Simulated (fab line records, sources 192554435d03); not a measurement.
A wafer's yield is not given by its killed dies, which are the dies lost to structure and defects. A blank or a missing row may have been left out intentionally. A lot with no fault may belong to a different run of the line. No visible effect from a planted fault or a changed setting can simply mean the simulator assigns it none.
Chamber matching + flow n5 finfet + N5_BEOL_M10_DESCUM_33 on rie diel-04 has 4 sister chambers
The step chemistry O2, time 7.9 s. 4 wafers are shown with their chamber, then 11 later ones without.

## WAFERS WITH THEIR CHAMBER
| wafer  | chamber | showerhead plenum p Torr (Torr) |
|--------|---------|---------------------------------|
| L081.3 | 0       | 2.17                            |
| L081.5 | 2       | 2.03                            |
| L084.6 | 1       | 2.16                            |
| L086.1 | 3       | 2.00                            |

## WAFERS MISSING THEIR CHAMBER
| wafer  | showerhead plenum p Torr (Torr) |
|--------|---------------------------------|
| L086.2 | 2.03                            |
| L086.4 | 2.03                            |
| L088.1 | 2.03                            |
| L088.4 | 2.03                            |
| L088.5 | 2.15                            |
| L090.3 | 2.03                            |
| L090.5 | 2.16                            |
| L090.6 | 2.15                            |
| L091.1 | 2.15                            |
| L091.4 | 2.15                            |
| L091.5 | 2.00                            |

## CHAMBER TAKEN BY EACH
| wafer  | from the rows above     | in truth |
|--------|-------------------------|----------|
| L086.2 | 2                       | 2        |
| L086.4 | 2                       | 2        |
| L088.1 | 2                       | 2        |
| L088.4 | 2                       | 2        |
| L088.5 | can't be placed: 1 or 0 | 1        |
| L090.3 | 2                       | 2        |
| L090.5 | can't be placed: 1 or 0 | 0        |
| L090.6 | can't be placed: 1 or 0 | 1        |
| L091.1 | can't be placed: 1 or 0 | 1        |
| L091.4 | can't be placed: 1 or 0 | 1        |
| L091.5 | 3                       | 3        |
Placed correctly: 6 of 11. Can't be placed from these rows: 5 (the true chamber is among the candidates in 5). 0 placed wrongly.
How it was worked out, from the rows above alone: a wafer's distance from a chamber is the root of the sum, over the readings, of the square of ((its reading less the chamber's mean) divided by the reading's scatter). If the next closest chamber is less than 2 further off than the closest, the wafer can't be placed; otherwise it belongs to the closest. Each chamber's mean is taken over the wafers shown for it. The scatter: root of mean squared gap, hidden wafer to nearest shown wafer, with one shown wafer a chamber.
